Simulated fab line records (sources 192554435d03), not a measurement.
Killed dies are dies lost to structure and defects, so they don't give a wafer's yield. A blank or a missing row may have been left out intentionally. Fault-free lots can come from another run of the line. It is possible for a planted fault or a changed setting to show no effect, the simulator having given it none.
Which of the tools did it? || flow n5 finfet || 72 wafers from 24 lots sampled at 3 of the route's 1938 steps

WHAT EACH GAUGE READ, for each wafer
N5_BEOL_M14_RS_MEAS_54: measures by four-point-probe. Usual: M14_RS gives 0.0335 ohm/sq (standard deviation 0.00083).
{"lot": "L075", "measured": "day 11 20:04", "on": "film metro-01", "M14_RS (ohm/sq)": "0.0319 0.0335 0.0320", "flag": ""}
{"lot": "L074", "measured": "day 11 20:39", "on": "film metro-01", "M14_RS (ohm/sq)": "0.0331 0.0329 0.0334", "flag": ""}
{"lot": "L077", "measured": "day 11 20:53", "on": "film metro-02", "M14_RS (ohm/sq)": "0.0330 0.0337 0.0337", "flag": ""}
{"lot": "L076", "measured": "day 12 04:12", "on": "film metro-02", "M14_RS (ohm/sq)": "0.0350 0.0346 0.0348", "flag": ""}
{"lot": "L079", "measured": "day 12 14:55", "on": "film metro-02", "M14_RS (ohm/sq)": "0.0345 0.0350 0.0332", "flag": ""}
{"lot": "L078", "measured": "day 12 17:34", "on": "film metro-02", "M14_RS (ohm/sq)": "0.0331 0.0332 0.0327", "flag": ""}
{"lot": "L080", "measured": "day 12 23:59", "on": "film metro-02", "M14_RS (ohm/sq)": "0.0325 0.0329 0.0326", "flag": ""}
{"lot": "L082", "measured": "day 13 22:24", "on": "film metro-02", "M14_RS (ohm/sq)": "0.0350 0.0333 0.0336", "flag": ""}
{"lot": "L084", "measured": "day 14 03:48", "on": "film metro-02", "M14_RS (ohm/sq)": "0.0332 0.0351 0.0326", "flag": ""}
{"lot": "L083", "measured": "day 14 08:01", "on": "film metro-02", "M14_RS (ohm/sq)": "0.0355 0.0333 0.0352", "flag": ""}
{"lot": "L085", "measured": "day 14 13:11", "on": "film metro-01", "M14_RS (ohm/sq)": "0.0339 0.0335 0.0340", "flag": ""}
{"lot": "L086", "measured": "day 14 17:00", "on": "film metro-02", "M14_RS (ohm/sq)": "0.0341 0.0335 0.0325", "flag": ""}
{"lot": "L089", "measured": "day 15 05:13", "on": "film metro-02", "M14_RS (ohm/sq)": "0.0334 0.0338 0.0342", "flag": ""}
{"lot": "L081", "measured": "day 15 07:19", "on": "film metro-02", "M14_RS (ohm/sq)": "0.0330 0.0325 0.0344", "flag": ""}
{"lot": "L088", "measured": "day 15 10:34", "on": "film metro-02", "M14_RS (ohm/sq)": "0.0347 0.0345 0.0347", "flag": ""}
{"lot": "L087", "measured": "day 15 13:00", "on": "film metro-01", "M14_RS (ohm/sq)": "0.0321 0.0317 0.0328", "flag": ""}
{"lot": "L090", "measured": "day 15 21:24", "on": "film metro-02", "M14_RS (ohm/sq)": "0.0341 0.0336 0.0339", "flag": ""}
{"lot": "L093", "measured": "day 16 02:34", "on": "film metro-02", "M14_RS (ohm/sq)": "0.0341 0.0332 0.0335", "flag": ""}
{"lot": "L092", "measured": "day 16 06:35", "on": "film metro-01", "M14_RS (ohm/sq)": "0.0331 0.0355 0.0332", "flag": ""}
{"lot": "L094", "measured": "day 16 14:46", "on": "film metro-01", "M14_RS (ohm/sq)": "0.0341 0.0344 0.0344", "flag": ""}
{"lot": "L095", "measured": "day 16 22:47", "on": "film metro-02", "M14_RS (ohm/sq)": "0.0343 0.0329 0.0331", "flag": ""}
{"lot": "L097", "measured": "day 17 03:48", "on": "film metro-01", "M14_RS (ohm/sq)": "0.0339 0.0340 0.0325", "flag": ""}
{"lot": "L096", "measured": "day 17 04:26", "on": "film metro-02", "M14_RS (ohm/sq)": "0.0326 0.0343 0.0322", "flag": ""}
{"lot": "L091", "measured": "day 17 21:46", "on": "film metro-01", "M14_RS (ohm/sq)": "0.0334 0.0338 0.0335", "flag": ""}

N5_BEOL_M15_CD_MEAS_17 targets a cd of 360 nm. Usual: cd nm 361.1 nm, standard deviation 2.
{"lot": "L075", "measured": "day 11 21:17", "on": "cd sem-02", "cd nm (nm)": "361.7 358.0 363.9", "flag": ""}
{"lot": "L074", "measured": "day 11 22:08", "on": "cd sem-02", "cd nm (nm)": "359.8 357.4 360.5", "flag": ""}
{"lot": "L077", "measured": "day 11 22:13", "on": "cd sem-02", "cd nm (nm)": "358.5 361.9 360.9", "flag": ""}
{"lot": "L076", "measured": "day 12 05:25", "on": "cd sem-02", "cd nm (nm)": "359.5 360.9 361.4", "flag": ""}
{"lot": "L079", "measured": "day 12 16:07", "on": "cd sem-01", "cd nm (nm)": "361.8 357.9 361.0", "flag": ""}
{"lot": "L078", "measured": "day 12 19:40", "on": "cd sem-01", "cd nm (nm)": "363.2 362.9 362.6", "flag": ""}
{"lot": "L080", "measured": "day 13 01:19", "on": "cd sem-03", "cd nm (nm)": "363.0 359.6 365.8", "flag": ""}
{"lot": "L082", "measured": "day 13 23:44", "on": "cd sem-01", "cd nm (nm)": "362.6 362.3 363.1", "flag": ""}
{"lot": "L084", "measured": "day 14 05:01", "on": "cd sem-03", "cd nm (nm)": "359.6 358.4 357.5", "flag": ""}
{"lot": "L083", "measured": "day 14 09:14", "on": "cd sem-02", "cd nm (nm)": "365.3 361.1 357.8", "flag": ""}
{"lot": "L085", "measured": "day 14 15:32", "on": "cd sem-03", "cd nm (nm)": "357.6 361.7 360.8", "flag": ""}
{"lot": "L086", "measured": "day 14 20:44", "on": "cd sem-01", "cd nm (nm)": "358.8 358.0 359.9", "flag": ""}
{"lot": "L089", "measured": "day 15 06:25", "on": "cd sem-03", "cd nm (nm)": "357.4 361.5 361.4", "flag": ""}
{"lot": "L081", "measured": "day 15 08:31", "on": "cd sem-03", "cd nm (nm)": "358.6 361.5 363.3", "flag": ""}
{"lot": "L088", "measured": "day 15 11:50", "on": "cd sem-02", "cd nm (nm)": "363.6 362.9 359.0", "flag": ""}
{"lot": "L087", "measured": "day 15 14:21", "on": "cd sem-01", "cd nm (nm)": "356.7 363.7 360.8", "flag": ""}
{"lot": "L090", "measured": "day 15 22:36", "on": "cd sem-02", "cd nm (nm)": "362.6 359.2 362.3", "flag": ""}
{"lot": "L093", "measured": "day 16 03:46", "on": "cd sem-02", "cd nm (nm)": "364.0 360.5 358.0", "flag": ""}
{"lot": "L092", "measured": "day 16 08:00", "on": "cd sem-01", "cd nm (nm)": "360.3 364.6 364.7", "flag": ""}
{"lot": "L094", "measured": "day 16 16:06", "on": "cd sem-02", "cd nm (nm)": "360.2 360.4 362.5", "flag": ""}
{"lot": "L095", "measured": "day 16 23:59", "on": "cd sem-02", "cd nm (nm)": "361.9 357.9 360.6", "flag": ""}
{"lot": "L097", "measured": "day 17 05:08", "on": "cd sem-01", "cd nm (nm)": "362.2 359.4 357.2", "flag": ""}
{"lot": "L096", "measured": "day 17 05:38", "on": "cd sem-03", "cd nm (nm)": "362.0 361.2 358.0", "flag": ""}
{"lot": "L091", "measured": "day 17 22:59", "on": "cd sem-01", "cd nm (nm)": "361.2 361.0 364.1", "flag": ""}

WHICH TOOL RAN EACH LOT (tool, then ch and the chambers of the sampled wafers, then the start)
{"lot": "L075", "N5_BEOL_M14_DEGAS_41": "pvd sputter-03, day 11 18:49"}
{"lot": "L074", "N5_BEOL_M14_DEGAS_41": "pvd sputter-01, day 11 19:14"}
{"lot": "L077", "N5_BEOL_M14_DEGAS_41": "pvd sputter-03, day 11 19:17"}
{"lot": "L076", "N5_BEOL_M14_DEGAS_41": "pvd sputter-03, day 12 02:52"}
{"lot": "L079", "N5_BEOL_M14_DEGAS_41": "pvd sputter-03, day 12 13:37"}
{"lot": "L078", "N5_BEOL_M14_DEGAS_41": "pvd sputter-01, day 12 16:18"}
{"lot": "L080", "N5_BEOL_M14_DEGAS_41": "pvd sputter-01, day 12 22:35"}
{"lot": "L082", "N5_BEOL_M14_DEGAS_41": "pvd sputter-03, day 13 21:08"}
{"lot": "L084", "N5_BEOL_M14_DEGAS_41": "pvd sputter-01, day 14 02:32"}
{"lot": "L083", "N5_BEOL_M14_DEGAS_41": "pvd sputter-03, day 14 06:34"}
{"lot": "L085", "N5_BEOL_M14_DEGAS_41": "pvd sputter-03, day 14 11:44"}
{"lot": "L086", "N5_BEOL_M14_DEGAS_41": "pvd sputter-02, day 14 15:44"}
{"lot": "L089", "N5_BEOL_M14_DEGAS_41": "pvd sputter-03, day 15 03:31"}
{"lot": "L081", "N5_BEOL_M14_DEGAS_41": "pvd sputter-03, day 15 06:02"}
{"lot": "L088", "N5_BEOL_M14_DEGAS_41": "pvd sputter-02, day 15 09:04"}
{"lot": "L087", "N5_BEOL_M14_DEGAS_41": "pvd sputter-01, day 15 11:16"}
{"lot": "L090", "N5_BEOL_M14_DEGAS_41": "pvd sputter-03, day 15 19:53"}
{"lot": "L093", "N5_BEOL_M14_DEGAS_41": "pvd sputter-03, day 16 01:14"}
{"lot": "L092", "N5_BEOL_M14_DEGAS_41": "pvd sputter-01, day 16 05:19"}
{"lot": "L094", "N5_BEOL_M14_DEGAS_41": "pvd sputter-03, day 16 13:29"}
{"lot": "L095", "N5_BEOL_M14_DEGAS_41": "pvd sputter-02, day 16 21:24"}
{"lot": "L097", "N5_BEOL_M14_DEGAS_41": "pvd sputter-01, day 17 02:32"}
{"lot": "L096", "N5_BEOL_M14_DEGAS_41": "pvd sputter-02, day 17 02:53"}
{"lot": "L091", "N5_BEOL_M14_DEGAS_41": "pvd sputter-03, day 17 19:56"}
- N5_BEOL_M14_DEGAS_41: time 60 s.

AS READ BY THE TOOLS THEMSELVES (means over the sampled wafers that have a number; for cases with no such wafer, the mark the record gives instead)
N5_BEOL_M14_DEGAS_41. Usual: heater power w 448 W, standard deviation 44.
{"lot": "L075", "tool": "pvd sputter-03", "heater power w (W)": 417, "flag": ""}
{"lot": "L074", "tool": "pvd sputter-01", "heater power w (W)": 460, "flag": ""}
{"lot": "L077", "tool": "pvd sputter-03", "heater power w (W)": 451, "flag": ""}
{"lot": "L076", "tool": "pvd sputter-03", "heater power w (W)": 439, "flag": ""}
{"lot": "L079", "tool": "pvd sputter-03", "heater power w (W)": 442, "flag": ""}
{"lot": "L078", "tool": "pvd sputter-01", "heater power w (W)": 463, "flag": ""}
{"lot": "L080", "tool": "pvd sputter-01", "heater power w (W)": 460, "flag": ""}
{"lot": "L082", "tool": "pvd sputter-03", "heater power w (W)": 441, "flag": ""}
{"lot": "L084", "tool": "pvd sputter-01", "heater power w (W)": 459, "flag": ""}
{"lot": "L083", "tool": "pvd sputter-03", "heater power w (W)": 450, "flag": ""}
{"lot": "L085", "tool": "pvd sputter-03", "heater power w (W)": 406, "flag": ""}
{"lot": "L086", "tool": "pvd sputter-02", "heater power w (W)": 427, "flag": ""}
{"lot": "L089", "tool": "pvd sputter-03", "heater power w (W)": 455, "flag": ""}
{"lot": "L081", "tool": "pvd sputter-03", "heater power w (W)": 438, "flag": ""}
{"lot": "L088", "tool": "pvd sputter-02", "heater power w (W)": 524, "flag": ""}
{"lot": "L087", "tool": "pvd sputter-01", "heater power w (W)": 457, "flag": ""}
{"lot": "L090", "tool": "pvd sputter-03", "heater power w (W)": 430, "flag": ""}
{"lot": "L093", "tool": "pvd sputter-03", "heater power w (W)": 455, "flag": ""}
{"lot": "L092", "tool": "pvd sputter-01", "heater power w (W)": 463, "flag": ""}
{"lot": "L094", "tool": "pvd sputter-03", "heater power w (W)": 442, "flag": ""}
{"lot": "L095", "tool": "pvd sputter-02", "heater power w (W)": 422, "flag": ""}
{"lot": "L097", "tool": "pvd sputter-01", "heater power w (W)": 426, "flag": ""}
{"lot": "L096", "tool": "pvd sputter-02", "heater power w (W)": 475, "flag": ""}
{"lot": "L091", "tool": "pvd sputter-03", "heater power w (W)": 408, "flag": ""}

THE ANSWER, worked out from the rows above alone
Rule: lot off if the mean of its wafers having a number is beyond 3 standard deviations from the usual mean. A lot without any number at a reading at which 4 lots or more have one is off too. Any other lot the step has rows for is counted as sound. After the gauges, taken in route order, come the tools' own readings; for these a lot's mean is taken, as printed above. At the first step where some lot is off, the reading lying furthest off is the one used; lots without a number count as furthest.
None of the lots is off at any reading shown; this tells nothing.

WHAT THE SIMULATOR PUT IN
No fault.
